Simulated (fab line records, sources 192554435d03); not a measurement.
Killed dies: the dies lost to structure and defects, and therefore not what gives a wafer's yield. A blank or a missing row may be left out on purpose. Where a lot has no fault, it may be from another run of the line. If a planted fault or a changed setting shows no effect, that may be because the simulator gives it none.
Lot-split experiment    flow n5-finfet    21 wafers read across 7 lots, on a route 1938 steps long

## SPLIT DETAILS
At N5_HKMG_FIN_ETCH_35 (etches SOC in N2/H2, target depth 215.8 nm, time 243.4 s), the setting time-s was moved away from the recipe's 243.4 s on 6 of the 21 wafers read, by -15.0% to +16.8%. All remaining wafers had this setting at the recipe value.

The reading comes from the split's own step.

## THE READING
SOC_of_HKMG_FIN_COAT_29.thk-nm (the simulator's own value, which no gauge read), in nm, at N5_HKMG_FIN_ETCH_35 (etches SOC in N2/H2, target depth 215.8 nm, time 243.4 s). There is no usual value for it anywhere in the file. Across the 15 wafers here that went through the recipe, the average is 83.2 nm and the standard deviation 3.7 nm.

wafer   tool, chamber at the split  time-s as run, s  against the recipe  SOC_of_HKMG_FIN_COAT_29.thk-nm, nm  against lot-mates on the recipe
L082.2  rie-diel-01, 3              283.3             +16.4%              40.8                                -50.2
L082.3  rie-diel-01, 2              243.4             recipe              91                                  -
L082.4  rie-diel-01, 0              283.3             +16.4%              48                                  -43.0
L083.1  rie-diel-03, 3              243.4             recipe              82.4                                -
L083.2  rie-diel-03, 0              284.3             +16.8%              55.4                                -28.5
L083.5  rie-diel-03, 2              243.4             recipe              85.4                                -
L085.1  rie-diel-04, 3              215.4             -11.5%              110.6                               +21.8
L085.2  rie-diel-04, 2              243.4             recipe              88.8                                -
L085.4  rie-diel-04, 1              215.4             -11.5%              110.4                               +21.6
L089.3  rie-diel-04, 0              243.4             recipe              80.8                                -
L089.4  rie-diel-04, 3              243.4             recipe              87                                  -
L089.5  rie-diel-04, 0              243.4             recipe              77.4                                -
L092.3  rie-diel-03, 0              243.4             recipe              79.6                                -
L092.4  rie-diel-03, 0              243.4             recipe              79.8                                -
L092.6  rie-diel-03, 1              243.4             recipe              81.2                                -
L093.1  rie-diel-03, 1              243.4             recipe              82.2                                -
L093.2  rie-diel-03, 3              243.4             recipe              82                                  -
L093.4  rie-diel-03, 0              243.4             recipe              80                                  -
L094.3  rie-diel-01, 3              206.8             -15.0%              108.4                               +23.0
L094.4  rie-diel-01, 1              243.4             recipe              85.8                                -
L094.5  rie-diel-01, 0              243.4             recipe              85                                  -

FIT RESULTS
A straight line over all 21 wafers: SOC_of_HKMG_FIN_COAT_29.thk-nm changes by -2.1 nm for each +1% of time-s; r = -0.97; the points scatter about the line by 4.5 nm.
The same after taking each lot's own level away (the mean of its wafers on the recipe; 21 wafers): -2.16 nm for each +1%; r = -0.96; scatter 4.9 nm.
Per that fit: largest time-s move, reading shift of 36 nm.
The lots' own levels span 80.20 to 91.00 nm, that is 2.9 times the standard deviation above.
The two slopes agree, so the slope changes little with the lot-to-lot level.
Check: -40.9 nm against its lot-mates is what the line predicts for one of the wafers moved furthest among these (+16.8%) when that wafer is left out of the fit. It came out at -28.5 nm against them.

## THE OTHER SPLITS THESE WAFERS WENT THROUGH
These wafers also went through other splits before the reading. Each is held against what the fit with the lots' levels taken away leaves over:
other split on the same wafers  wafers away from the commonest value  r with SOC_of_HKMG_FIN_COAT_29.thk-nm (lot level and that fit taken away)
N5_SD_EPI_N_DESCUM_14 time-s    6                                     -0.02
N5_SD_EPI_P_COAT_34 spin-rpm    7                                     -0.15
N5_SD_EPI_P_PEB_07 peb-time-s   6                                     +0.07
N5_HKMG_FIN_COAT_43 spin-rpm    6                                     -0.43

## THE WHOLE CHAIN: every reading that the file lists as answering this split, in the file's order
step                 what it does                                              reading                                                                          change (the file's fit)               r (the file's)
N5_HKMG_FIN_ETCH_35  etches SOC in N2/H2, target depth 215.8 nm, time 243.4 s  etch.depth-nm (the simulator's own value, which no gauge read)                   +2.02 nm for each +1% of the setting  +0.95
N5_HKMG_FIN_ETCH_35  etches SOC in N2/H2, target depth 215.8 nm, time 243.4 s  HKMG_FIN.feature-depth-nm (the simulator's own value, which no gauge read)       +2.02 nm for each +1% of the setting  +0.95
N5_HKMG_FIN_ETCH_35  etches SOC in N2/H2, target depth 215.8 nm, time 243.4 s  SOC_of_HKMG_FIN_COAT_29.thk-nm (the simulator's own value, which no gauge read)  -2.02 nm for each +1% of the setting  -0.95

## FILE'S OWN FIT
SOC_of_HKMG_FIN_COAT_29.thk-nm changes by -2.02 nm for each +1% of time-s, r = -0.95.
